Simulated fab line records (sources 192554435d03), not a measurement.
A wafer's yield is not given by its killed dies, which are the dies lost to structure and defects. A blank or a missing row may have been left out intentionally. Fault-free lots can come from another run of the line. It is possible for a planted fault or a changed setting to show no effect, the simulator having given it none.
A struck lot beside a sound one	flow n5Finfet	42 out of 1938 route steps
Sound: wafers L863.1, L863.2, L863.3. Struck: wafers L857.2, L857.5, L857.6. At the end, the cause is stated.
At each step with rows: each side's tool, then ch and its chambers, then its first start. Under that, the readings that differ: sound wafers	struck wafers	difference of the means	sigmas: that difference in standard deviations of wafers without a fault.
alike: a reading whose means differ by less than 2 such deviations, as well as words and numbers matching on both sides. not compared: withheld readings; readings where some wafer has no value; bounds like >300 that might hide an equal value; numbers whose values overlap and for which the record gives no deviation.
Wherever a step has rows on one side only, a row that says differs or no value, or a row with sigmas, the two part there. When numbers do not overlap yet have no deviation, they are printed without sigmas and do not part them. A reading missing from all wafers of one side parts the sides only when that side holds two or more wafers.

first, 12 steps without rows for these wafers: N5_BEOL_M4_ETCH_77 (etches underlayer in N2/H2, target depth 6.5 nm, time 5.2 s); N5_BEOL_M4_ETCH_69 (etches SiARC in CF4, target depth 15.6 nm, time 26 s); N5_BEOL_M4_ALD_98 (deposits SiO2, target thk 2.5 nm, pulse time 1 s, co reactant pulse time 1 s); N5_BEOL_M4_ETCHBACK_99 (etches SiO2 in CHF3, target depth 5 nm, time 10.4 s); N5_BEOL_M4_ETCH_70 (etches SOC in N2/H2, target depth 80 nm, overetch 24 nm, time 130 s); N5_BEOL_M4_STRIP_71 (strips in N2/H2); N5_BEOL_M4_STRIP_78 (strips in N2/H2); N5_BEOL_M4_VIA_ETCH_34 (etches the open film in C4F6/O2, target depth 69.4 nm, time 65.9 s); N5_BEOL_M4_STRIP_83 (strips in C4F6/O2); N5_BEOL_M4_STRIP_36 (strips in N2/H2); N5_BEOL_M4_TRENCH_ETCH_37 (etches SiOC in C4F6/O2, target depth 55.555 nm, time 29.2 s); N5_BEOL_M4_ETCH_41 (etches SiCN in CH3F/O2, target depth 29.9 nm, time 52.5 s).
N5_BEOL_M4_STRIP_97: strips in N2/H2, time 10 s.
  sound on rieDiel-06 ch 0,1,3, day 12 18:35; struck on rieDiel-04 ch 2,3, day 11 07:17
  no value came back on the struck wafers for any of 9 readings (biasPowerW (W), chamberPressureMTorr (mTorr) and others); on the sound wafers biasPowerW (W) reads 7.072 7.012 6.998
then, 27 steps without rows for these wafers: N5_BEOL_M4_HM_STRIP_39 (strips TiN in peroxide tin strip, target depth 25 nm, time 158 s); N5_BEOL_M4_SRD_40 (time 30 s); N5_BEOL_M4_PRECLEAN_42 (cleans in residue remover, time 60 s); N5_BEOL_M4_SRD_43 (time 30 s); N5_BEOL_M4_DEGAS_44 (time 60 s); N5_BEOL_M4_PRE_CLEAN_45 (time 30 s); N5_BEOL_M4_ALD_84 (deposits TaN, pulse time 2 s, purge time 3 s, co reactant purge time 2 s); N5_BEOL_M4_SURFACE_TREAT_85; N5_BEOL_M4_CVD_47 (deposits Co from CCTBA/H2, target thk 3 nm, time 223.8 s); N5_BEOL_M4_SPUTTER_48 (material Cu, target thk 4.5 nm, time 8.29 s); N5_BEOL_M4_ANNEAL_49 (time 240 s); N5_BEOL_M4_SPUTTER_79 (material Cu, target thk 4.5 nm, time 8.29 s); N5_BEOL_M4_ANNEAL_80 (time 240 s); N5_BEOL_M4_SPUTTER_81 (material Cu, target thk 4.5 nm, time 8.29 s); N5_BEOL_M4_ANNEAL_82 (time 240 s); N5_BEOL_M4_SPUTTER_86 (material Cu, target thk 4.5 nm, time 8.29 s); N5_BEOL_M4_ANNEAL_87 (time 240 s); N5_BEOL_M4_SPUTTER_88 (material Cu, target thk 4.5 nm, time 8.29 s); N5_BEOL_M4_ANNEAL_89 (time 240 s); N5_BEOL_M4_SPUTTER_90 (material Cu, target thk 4.5 nm, time 8.29 s); N5_BEOL_M4_ANNEAL_91 (time 240 s); N5_BEOL_M4_SPUTTER_92 (material Cu, target thk 4.5 nm, time 8.29 s); N5_BEOL_M4_ANNEAL_93 (time 240 s); N5_BEOL_M4_SPUTTER_94 (material Cu, target thk 4.5 nm, time 8.29 s); N5_BEOL_M4_ANNEAL_95 (time 240 s); N5_BEOL_M4_SPUTTER_96 (material Cu, target thk 4.5 nm, time 8.29 s); N5_BEOL_M4_ECD_50 (material Cu, target thk 300 nm).
N5_BEOL_M4_RC_MEAS_101:
  sound on prober-01 ch 0, day 12 22:49; struck on prober-01 ch 0, day 11 13:13
  alike: DIBL_N, DIBL_P, IOFF_N, IOFF_P, ION_N, ION_P, SS_N, SS_P, VT_N, VT_P
-- a jump in the record: the struck wafers' starts before and after are 5 days apart (it breaks off in module BEOL_M4 and resumes in module PASSIVATION, where the first step shown is number 1936 of the route) --
N5_PASSIVATION_PROBE_49:
  struck on prober-01, day 16 08:15; sound on prober-01, day 17 09:55
reading	sound	struck	difference	sigmas
defectLimitedYield (%)	90.3 93.2 90.7	83.1 85.8 81.8	-7.8	-7
killed_at_M4_up	10 7 9	88 90 103	+85	+16
killedDies	114 80 110	200 168 215	+93	+6
killedOpen	85 50 68	144 127 171	+80	+7
sort_bin_5_function (%)	5.4 3.7 5.1	11.1 9.0 11.0	+5.6	+7
sort_bin_6_memory (%)	4.2 2.6 3.8	5.3 5.0 6.6	+2.1	+3
sortNPass	1066 1100 1070	980 1012 965	-93	-6
sortYieldPct (%)	90.3 93.2 90.7	83.1 85.8 81.8	-7.8	-7
  alike: killed_at_M0_to_M3, killedAtContacts, killedAtFrontEnd, killedAtOther, killedShort, sort_bin_8_speed

WHERE THEY PART
First at N5_BEOL_M4_STRIP_97; last, within this record, at N5_PASSIVATION_PROBE_49.

WHY: what the simulator had put in
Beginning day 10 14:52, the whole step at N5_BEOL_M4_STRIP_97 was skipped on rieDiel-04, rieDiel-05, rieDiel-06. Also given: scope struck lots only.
